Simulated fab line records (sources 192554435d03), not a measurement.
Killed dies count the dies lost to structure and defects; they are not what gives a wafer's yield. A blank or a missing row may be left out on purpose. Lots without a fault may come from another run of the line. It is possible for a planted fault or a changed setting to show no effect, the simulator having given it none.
Matching of chambers :: flow n5-finfet :: N5_HKMG_FIN_CVD_62 on thermal-cvd-si-02: 3 sister chambers
The step deposits a-Si from Si2H6, target thk 3 nm, time 20.8 s. 6 wafers are shown with their chamber, then 12 later ones without.

== EACH WAFER AND ITS CHAMBER ==
wafer: L084.4
chamber: 0
heater-power-w (W): 1296

wafer: L086.4
chamber: 1
heater-power-w (W): 1297

wafer: L086.5
chamber: 2
heater-power-w (W): 1782

wafer: L088.3
chamber: 2
heater-power-w (W): 1806

wafer: L088.5
chamber: 1
heater-power-w (W): 1277

wafer: L088.6
chamber: 0
heater-power-w (W): 1334

== WAFERS WHOSE CHAMBER IS MISSING ==
wafer: L090.1
heater-power-w (W): 1291

wafer: L090.3
heater-power-w (W): 1759

wafer: L090.6
heater-power-w (W): 1336

wafer: L092.2
heater-power-w (W): 1756

wafer: L092.3
heater-power-w (W): 1269

wafer: L092.6
heater-power-w (W): 1339

wafer: L094.3
heater-power-w (W): 1324

wafer: L094.5
heater-power-w (W): 1296

wafer: L094.6
heater-power-w (W): 1276

wafer: L096.3
heater-power-w (W): 1313

wafer: L096.4
heater-power-w (W): 1281

wafer: L096.5
heater-power-w (W): 1792

== EACH ONE'S CHAMBER ==
wafer: L090.1
from the rows above: can't be placed: 1 or 0
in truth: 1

wafer: L090.3
from the rows above: 2
in truth: 2

wafer: L090.6
from the rows above: can't be placed: 0 or 1
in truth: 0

wafer: L092.2
from the rows above: 2
in truth: 2

wafer: L092.3
from the rows above: can't be placed: 1 or 0
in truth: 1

wafer: L092.6
from the rows above: can't be placed: 0 or 1
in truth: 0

wafer: L094.3
from the rows above: can't be placed: 0 or 1
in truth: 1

wafer: L094.5
from the rows above: can't be placed: 1 or 0
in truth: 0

wafer: L094.6
from the rows above: can't be placed: 1 or 0
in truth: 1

wafer: L096.3
from the rows above: can't be placed: 0 or 1
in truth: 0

wafer: L096.4
from the rows above: can't be placed: 1 or 0
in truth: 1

wafer: L096.5
from the rows above: 2
in truth: 2
Correctly placed: 3 of 12. Not placeable from these rows: 9 (in 9, the candidates include the true chamber). Placed wrongly: 0.
How it was worked out, from the rows above alone: a wafer's distance from a chamber is the root of the sum, over the readings, of the square of ((its reading less the chamber's mean) divided by the reading's scatter). If the next closest chamber is less than 2 further off than the closest, the wafer can't be placed; otherwise it belongs to the closest. A chamber's mean is the mean of its shown wafers. The scatter: the root of (the sum of the squares of (reading less its chamber's mean) over the shown wafers, divided by (wafers less chambers)).
